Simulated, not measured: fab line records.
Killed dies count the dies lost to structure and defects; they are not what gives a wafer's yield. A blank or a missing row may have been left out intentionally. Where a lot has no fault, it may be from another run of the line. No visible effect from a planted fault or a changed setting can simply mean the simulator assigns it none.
fab line records	flow n5Finfet
record lots=4	wafers=12	lastDay=17
route steps=1938 shown BEOL_M10@1476 PASSIVATION@1936
lots that met no fault: from a run of the same line without faults
startH: start of the lot's first displayed wafer, in hours after the record's first day	waitH: how many hours have passed since the lot's step before this one	" repeats the value in the row above	L1.1+2: several wafers, shown together as one row	- no value present, or no start provided	* or withheld: withheld	< > ~ a bound
route shown NAME@n: a module of which the file shows steps, and the number in the route of the first	usual: mean/standard deviation of fault-free wafers	same: alike in all rows	chamber/n: place in a boat	sites: readings site by site	_std_site: their standard deviation	_edge_site: outer sites' mean less inner sites'	radiusMm: how far each site lies from the wafer's centre	mask NAME#n: copy n	behind: the tool/chamber that last shaped the wafer	hold: cause of the lot's hold/its duration in hours/its outcome	device: names the non-switching transistor (n, p or np)	end of line: the route-end tests of the same wafers	where a step has no rows: the recipe by itself	killed: the dies lost at the first sort to structure and to defects; this is not the yield of the wafer	map: a wafer's dies, x killed, . not, _ none there
set.NAME: the run value of the setting; set.NAME@STEP: its run value at that earlier step	model.NAME: the simulator's own value behind a step, which no gauge read
a table for each step, a row for each wafer; lots at some steps of the route
services: a tool's chamber out of use, with start hour (startH, from the record's first day; less than 0 if before it), hours out, and reason
## steps
# step N5_BEOL_M10_COAT_60
# recipe resist=SiARC	tempC=220	timeS=60	spinRpm=1500	resistThkNm=30
# step N5_BEOL_M10_COAT_05
# recipe resist=CAR-ArF	spinRpm=1500	resistThkNm=90
# step N5_BEOL_M10_EBR_07
# recipe solvent=PGMEA	ebrWidthMm=1.5
# step N5_BEOL_M10_SOFTBAKE_06
# recipe tempC=110	timeS=60	resist=CAR-ArF
# step N5_BEOL_M10_EXPOSE_08
# recipe maskId=M10	na=1.35	sourceShape=dipole	sigmaInner=0.411	sigmaOuter=0.611	polarization=te	doseMj=53.75
# step N5_BEOL_M10_PEB_09
# recipe pebTempC=withheld	pebTimeS=60	resist=CAR-ArF
# step N5_BEOL_M10_DEVELOP_10
# recipe developTimeS=30	developer=TMAH	resist=CAR-ArF	rinseLiquid=diw	dry=airSpin	devTempC=23
# step N5_BEOL_M10_DESCUM_16
# recipe chemistry=O2	timeS=7.9	sourcePowerW=50	biasPowerW=20	pressureMtorr=20	rfFrequencyHz=2.712e+07	tempC=40	resist=CAR-ArF	o2FlowSccm=225
# step N5_BEOL_M10_ETCH_61
# recipe chemistry=CF4	target=SiARC	targetDepthA=390	maskMaterial=CAR-ArF	timeS=65	ionEnergyEv=80	pressureMtorr=40	sourceW=545	biasW=36	Ar_flow_sccm=100	cf4FlowSccm=100	ends=cleared
# step N5_BEOL_M10_ETCH_62
# recipe chemistry=N2/H2	target=SOC	targetDepthA=1100	overetchA=220	maskMaterial=SiARC	tempC=40	timeS=165	ionEnergyEv=200	pressureMtorr=30	sourceW=840	biasW=150	n2FlowSccm=200	h2FlowSccm=200
# usual drypumpMotorCurrentA=5.6/0.43	oesProductAu=0.68/0.067	rfVppV=524.5/2.5	showerheadPlenumPTorr=2.57/0.083	throttleValvePct=17.90/0.25
lot.wafer	tool	chamber	startH	waitH	drypumpMotorCurrentA	oesProductAu	rfHoursCounterH	rfVppV	showerheadPlenumPTorr	throttleValvePct
L111.3	rieDiel-02	0	256.30	0.0	5.2	0.75	52	522.0	2.48	17.77
L111.4	"	3	"	"	5.1	0.67	87	525.5	2.57	17.86
L111.5	"	3	"	"	5.1	0.67	-	523.6	2.57	17.85
L117.3	rieDiel-02	3	294.39	0.0	5.1	0.66	101	523.5	2.56	17.87
L117.4	"	0	"	"	5.2	0.73	66	522.9	2.47	17.80
L117.5	"	1	"	"	6.2	0.61	-	523.9	2.55	18.05
L119.2	rieDiel-02	0	312.19	0.0	5.2	0.72	72	521.7	2.47	17.80
L119.3	"	1	"	"	6.2	0.61	174	523.8	2.55	18.03
L119.6	"	0	"	"	5.3	0.72	-	522.3	2.47	17.81
L125.1	rieDiel-06	0	340.70	0.0	5.8	0.80	5	520.8	2.51	17.37
L125.2	"	1	"	"	5.3	0.57	249	526.9	2.61	18.31
L125.4	"	1	"	"	5.3	0.57	-	526.3	2.61	18.30
# step N5_BEOL_M10_STRIP_68
# recipe chemistry=N2/H2	tempC=40	n2FlowSccm=200	h2FlowSccm=200	rfFrequencyHz=6e+07
# step N5_BEOL_M10_STRIP_67
# recipe chemistry=CF4	resist=SiARC	powerW=300	biasPowerW=75	pressureMtorr=50	cf4FlowSccm=150	rfFrequencyHz=6e+07
# step N5_BEOL_M10_HM_OPEN_17
# recipe chemistry=Cl2/BCl3	targetDepthA=200	overetchA=60	target=TiN	maskMaterial=SOC	ionEnergyEv=150	pressureMtorr=10	icpW=1000	biasW=126	Cl2_flow_sccm=53.25	bcl3FlowSccm=21.75	Ar_flow_sccm=25
# step N5_BEOL_M10_STRIP_19
# recipe chemistry=O2	powerW=400	tempC=40	pressureMtorr=30	rfFrequencyHz=6e+07	biasPowerW=0	overashFraction=0.2	o2FlowSccm=225
# step N5_BEOL_M10_COAT_63
# recipe resist=SOC	tempC=250	timeS=60	spinRpm=1500	resistThkNm=100
# step N5_BEOL_M10_COAT_64
# recipe resist=SiARC	tempC=220	timeS=60	spinRpm=1500	resistThkNm=30
# step N5_BEOL_M10_COAT_22
# recipe resist=CAR-ArF	spinRpm=1500	resistThkNm=90
# step N5_BEOL_M10_EBR_24
# recipe solvent=PGMEA	ebrWidthMm=1.5
# step N5_BEOL_M10_SOFTBAKE_23
# recipe tempC=110	timeS=60	resist=CAR-ArF
# step N5_BEOL_M10_EXPOSE_25
# recipe maskId=V9	na=1.35	sourceShape=annular	sigmaInner=0.5	sigmaOuter=0.8	polarization=unpolarized	doseMj=85.5
# step N5_BEOL_M10_PEB_26
# recipe pebTempC=withheld	pebTimeS=60	resist=CAR-ArF
# step N5_BEOL_M10_DEVELOP_27
# recipe developTimeS=30	developer=TMAH	resist=CAR-ArF	rinseLiquid=diw	dry=airSpin	devTempC=23
# step N5_BEOL_M10_INSPECT_30
# recipe mode=adi	inspectInstrument=brightfield
# usual rawDefectCount=421/87
lot.wafer	tool	chamber	startH	waitH	rawDefectCount
L111.3	defectInspect-02	-	257.27	0.0	567
L111.4	"	-	"	"	380
L111.5	"	-	"	"	474
L117.3	defectInspect-01	-	295.22	0.0	434
L117.4	"	-	"	"	964
L117.5	"	-	"	"	436
L119.2	defectInspect-02	-	314.57	0.0	1059
L119.3	"	-	"	"	327
L119.6	"	-	"	"	1178
L125.1	defectInspect-02	-	342.50	0.0	411
L125.2	"	-	"	"	513
L125.4	"	-	"	"	425
# step N5_BEOL_M10_DESCUM_33
# recipe chemistry=O2	timeS=7.9	sourcePowerW=50	biasPowerW=20	pressureMtorr=20	rfFrequencyHz=2.712e+07	tempC=40	resist=CAR-ArF	o2FlowSccm=225
# step N5_PASSIVATION_PROBE_49
# usual defectLimitedYield=91.0/1.4	killed_at_M0_to_M3=35/10	killed_at_M4_up=13/6	killedAtContacts=13/6.4	killedAtFrontEnd=42/12	killedAtOther=3.2/2.4	killedDies=107/17	killedOnRim=15/4.1	killedOpen=69/13	killedShort=33/7.3	sort_bin_5_function=5.3/0.92	sort_bin_6_memory=3.3/0.66	sortNPass=1073/17	sortYieldPct=90.9/1.4
# same grossDies=1180	killedAtBackSide=0	sort_bin_4_leakage[%]=0	sort_bin_8_speed[%]=0
lot.wafer	tool	chamber	startH	waitH	defectLimitedYield[%]	killed_at_M0_to_M3	killed_at_M4_up	killedAtContacts	killedAtFrontEnd	killedAtOther	killedDies	killedOnRim	killedOpen	killedShort	sort_bin_5_function[%]	sort_bin_6_memory[%]	sortNPass	sortYieldPct[%]
L117.3	prober-01	-	353.87	0.1	92.4	25	13	11	35	6	90	10	61	20	4.9	2.5	1090	92.4
L117.4	prober-01	-	353.92	0.2	85.5	27	87	8	47	2	171	28	58	31	8.5	4.1	1009	85.5
L117.5	prober-01	-	353.97	0.2	92.5	31	13	8	32	5	89	12	55	31	3.9	3.3	1091	92.5
L119.2	prober-02	-	369.01	0.1	86.9	26	83	7	31	7	154	27	40	33	7.2	3.9	1026	86.9
L119.3	prober-02	-	369.06	0.1	90.6	41	7	17	38	8	111	15	67	34	5.4	3.6	1069	90.6
L119.6	prober-02	-	369.21	0.3	86.5	36	80	6	32	5	159	25	58	28	7.3	4.1	1021	86.5
# killed by level:class
L117.3 STI_FIN_REVEAL:geometricParticle:open=8 MOL_CONTACT_COAG:geometricParticle:open=8 FIN_SAQP:geometricParticle:open=5 DUMMY_GATE:geometricParticle:open=5 BEOL_M0_SAQP:geometricParticle:short=5 BEOL_M0_SAQP:geometricParticle:open=5 BEOL_M4:geometricParticle:open=5 FIN_SAQP:geometricParticle:short=4
L117.4 BEOL_M10:unspecified=75 STI_FIN_REVEAL:geometricParticle:open=16 FIN_SAQP:geometricParticle:short=8 MOL_CONTACT_COAG:geometricParticle:open=7 DUMMY_GATE:geometricParticle:open=6 BEOL_M2:geometricParticle:open=6 BEOL_M0_SAQP:geometricParticle:short=4 BEOL_M1:geometricParticle:short=4
L117.5 FIN_SAQP:geometricParticle:open=9 BEOL_M0_SAQP:geometricParticle:open=7 BEOL_M0_SAQP:geometricParticle:short=6 BEOL_M4:geometricParticle:open=6 STI_FIN_REVEAL:geometricParticle:open=5 MOL_CONTACT_COAG:geometricParticle:open=5 BEOL_M3:geometricParticle:open=5 FIN_SAQP:geometricParticle:short=4
L119.2 BEOL_M10:unspecified=72 FIN_SAQP:geometricParticle:short=11 FIN_SAQP:geometricParticle:open=6 MOL_CONTACT_COAG:geometricParticle:open=5 BEOL_M0_SAQP:geometricParticle:short=4 STARTING-WAFER:geometricParticle:open=4 BEOL_M1:geometricParticle:open=4 BEOL_M3:geometricParticle:open=4
L119.3 MOL_CONTACT_COAG:geometricParticle:open=14 FIN_SAQP:geometricParticle:open=12 BEOL_M0_SAQP:geometricParticle:short=12 FIN_SAQP:geometricParticle:short=8 BEOL_M1:geometricParticle:open=8 BEOL_M0_SAQP:geometricParticle:open=7 MIM_TOP_ETCH:geometricParticle:open=6 STI_FIN_REVEAL:geometricParticle:open=3
L119.6 BEOL_M10:unspecified=69 FIN_SAQP:geometricParticle:short=11 BEOL_M1:geometricParticle:open=9 FIN_SAQP:geometricParticle:open=8 BEOL_M0_SAQP:geometricParticle:short=8 MOL_CONTACT_COAG:geometricParticle:open=5 BEOL_M0_SAQP:geometricParticle:open=4 BEOL_M2:geometricParticle:open=4
# map L117.4 (x killed, . not)
_________________.x.....x....________________
______________.x................_____________
___________xxxxxx......x...........__________
__________xxxxxx..x.....x..x........_________
________xxxxxxxxxx...................._______
_______xxxxxxxxx..x.xx..x...x..........______
______xxxxxxxxxxx..............x...xx..._____
_____xxxxxxxxx.xx.......x.x..............____
____xxxxxxxxxxx...x...................x...___
___xxxxxxxx.xx.x..xx...............x.......__
___.....xxxx........x........x.....x.x.x..x__
__...........x.x................x......x...._
__.......x................x.......xx.......x_
_...........x...x..........x...........x.....
_...................................x........
_......................x....x........x.......
_.........x.....x.........x..x.x.............
_...x....x...................................
_......................................x.....
_..................xx.....x...........xx.....
_.....x.......x.......x......................
__...x.......................x.............x_
__....x..x...........x........x..x....x....._
___...............x................x.......__
___..x.................xx............x...x.__
____...................x.x...x.x.........x___
_____.......................x...x........____
______..x...x..............x.........x.._____
_______...................x.x..........______
________................x............._______
__________.........................._________
___________........................__________
______________.................._____________
_________________...x........________________
# map L119.6 (x killed, . not)
_________________.....x......________________
______________x................._____________
___________xxxx.x.....x..x.........__________
__________xxxxxxxxxx................_________
________xxxxx.xx....x................._______
_______xxxxxxxxx...x.......x...........______
______xxxxxxxxxx...x.....x...x.........._____
_____xxxxxxxxx..x...x..................x.____
____xxxxxxxxx....x..............x.........___
___x..xxxxxxx....x......x...x..............__
___xx...x.x.......................x......x.__
__.x.....x..x................x......x......._
__...................x...x..........x......._
_...................................x..x.....
_...x......x............................x....
_.....x..............xx......x.........x.....
_.......x.................x..x........x......
_...........................x............x...
_......x....................x...x............
_..x....................x..........x.........
_x....x...x.x.....x...................x......
__........x.......x.......................x._
__........xx................................_
___...x.....x...x.................x........__
___...x.....................x.......x......__
____...............x....x..............xx.___
_____....................................____
______..x............x....x............._____
_______.....x.............x......xx.x..______
________....x.............x...x..xx..._______
__________.........................._________
___________...............x........__________
______________............xx...._____________
_________________............________________
## services
tool	chamber	startH	hours	kind
rieDiel-06	-	246.45	15.6	pm
rieDiel-06	0	299.85	-	clean
rieDiel-06	0	299.85	-	consumableReplace:esc
rieDiel-06	0	299.85	-	consumableReplace:focusRing
rieDiel-06	0	299.85	24.4	scheduledDown
rieDiel-06	0	299.85	24.4	ventCycle
rieDiel-06	1	325.72	3.3	repair
rieDiel-06	0	334.10	3.4	repair
rieDiel-06	3	336.91	10.0	repair
## key
firstSign step=N5_BEOL_M10_INSPECT_30	reading=rawDefectCount	direction=up	sigmas=7.4	usual=421	struck=1067
effect step=N5_PASSIVATION_PROBE_49	reading=killed_at_M4_up	direction=up	sigmas=12	usual=13	struck=83
moreKillsBornAt N5_BEOL_M10_ETCH_62@rieDiel-02=216
metAt N5_BEOL_M10_ETCH_62
struckWafers L117.4,L119.2,L119.6
onsetBetween 256.30 294.39
fault kind=chamberParticleSource	tool=rieDiel-02	chamber=0	onsetH=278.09	steps=N5_BEOL_M10_ETCH_62	ratePerVisitCm2=1.0451	endH=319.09
